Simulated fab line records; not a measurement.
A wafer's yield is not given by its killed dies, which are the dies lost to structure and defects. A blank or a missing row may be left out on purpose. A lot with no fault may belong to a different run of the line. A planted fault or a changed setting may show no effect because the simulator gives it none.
Chamber matching :: flow nand_harc :: 4 sister chambers for NHARC_A_CONTACT_DESCUM_13 on rie_diel-01
The step chemistry O2, time 3 s. 8 wafers are shown with their chamber, then 12 later ones without.

== EACH WAFER AND ITS CHAMBER ==
wafer: L086.1
chamber: 0
showerhead_plenum_p_Torr (Torr): 1.85
oes_product_au (a.u.): 0.998

wafer: L091.2
chamber: 0
showerhead_plenum_p_Torr (Torr): 1.84
oes_product_au (a.u.): 0.999

wafer: L089.1
chamber: 2
showerhead_plenum_p_Torr (Torr): 1.81
oes_product_au (a.u.): 1.001

wafer: L089.2
chamber: 1
showerhead_plenum_p_Torr (Torr): 1.92
oes_product_au (a.u.): 1.023

wafer: L089.4
chamber: 3
showerhead_plenum_p_Torr (Torr): 1.89
oes_product_au (a.u.): 1.019

wafer: L090.3
chamber: 3
showerhead_plenum_p_Torr (Torr): 1.89
oes_product_au (a.u.): 1.008

wafer: L090.5
chamber: 2
showerhead_plenum_p_Torr (Torr): 1.81
oes_product_au (a.u.): 1.001

wafer: L090.6
chamber: 1
showerhead_plenum_p_Torr (Torr): 1.92
oes_product_au (a.u.): 1.025

== WAFERS MISSING THEIR CHAMBER ==
wafer: L092.1
showerhead_plenum_p_Torr (Torr): 1.92
oes_product_au (a.u.): 1.023

wafer: L092.2
showerhead_plenum_p_Torr (Torr): 1.89
oes_product_au (a.u.): 1.023

wafer: L092.3
showerhead_plenum_p_Torr (Torr): 1.81
oes_product_au (a.u.): 0.999

wafer: L094.3
showerhead_plenum_p_Torr (Torr): 1.89
oes_product_au (a.u.): 1.014

wafer: L094.5
showerhead_plenum_p_Torr (Torr): 1.84
oes_product_au (a.u.): 1.018

wafer: L094.6
showerhead_plenum_p_Torr (Torr): 1.89
oes_product_au (a.u.): 1.006

wafer: L097.3
showerhead_plenum_p_Torr (Torr): 1.89
oes_product_au (a.u.): 1.007

wafer: L097.4
showerhead_plenum_p_Torr (Torr): 1.84
oes_product_au (a.u.): 1.002

wafer: L097.5
showerhead_plenum_p_Torr (Torr): 1.91
oes_product_au (a.u.): 1.001

wafer: L095.1
showerhead_plenum_p_Torr (Torr): 1.84
oes_product_au (a.u.): 1.008

wafer: L095.2
showerhead_plenum_p_Torr (Torr): 1.91
oes_product_au (a.u.): 0.997

wafer: L095.6
showerhead_plenum_p_Torr (Torr): 1.84
oes_product_au (a.u.): 1.008

== CHAMBER TAKEN BY EACH ==
wafer: L092.1
from the rows above: 1
in truth: 1

wafer: L092.2
from the rows above: 3
in truth: 3

wafer: L092.3
from the rows above: 2
in truth: 2

wafer: L094.3
from the rows above: 3
in truth: 3

wafer: L094.5
from the rows above: 0
in truth: 0

wafer: L094.6
from the rows above: 3
in truth: 3

wafer: L097.3
from the rows above: 3
in truth: 3

wafer: L097.4
from the rows above: 0
in truth: 0

wafer: L097.5
from the rows above: can't be placed: 1 or 3
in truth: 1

wafer: L095.1
from the rows above: 0
in truth: 0

wafer: L095.2
from the rows above: can't be placed: 3 or 1
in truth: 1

wafer: L095.6
from the rows above: 0
in truth: 0
Correctly placed: 10 of 12. Cannot be placed on the basis of these rows: 2; the candidates contain the true chamber in 2. 0 placed wrongly.
How it was worked out, from the rows above alone: a wafer's distance from a chamber is the root of the sum, over the readings, of the square of ((its reading less the chamber's mean) divided by the reading's scatter). The wafer belongs to the nearest chamber; if the next one is less than 2 further off, it can't be placed. The mean given for a chamber averages the wafers shown for that chamber. The scatter: take each reading less its chamber's mean, square it, sum over the shown wafers, divide by the number of wafers less the number of chambers, and take the root.
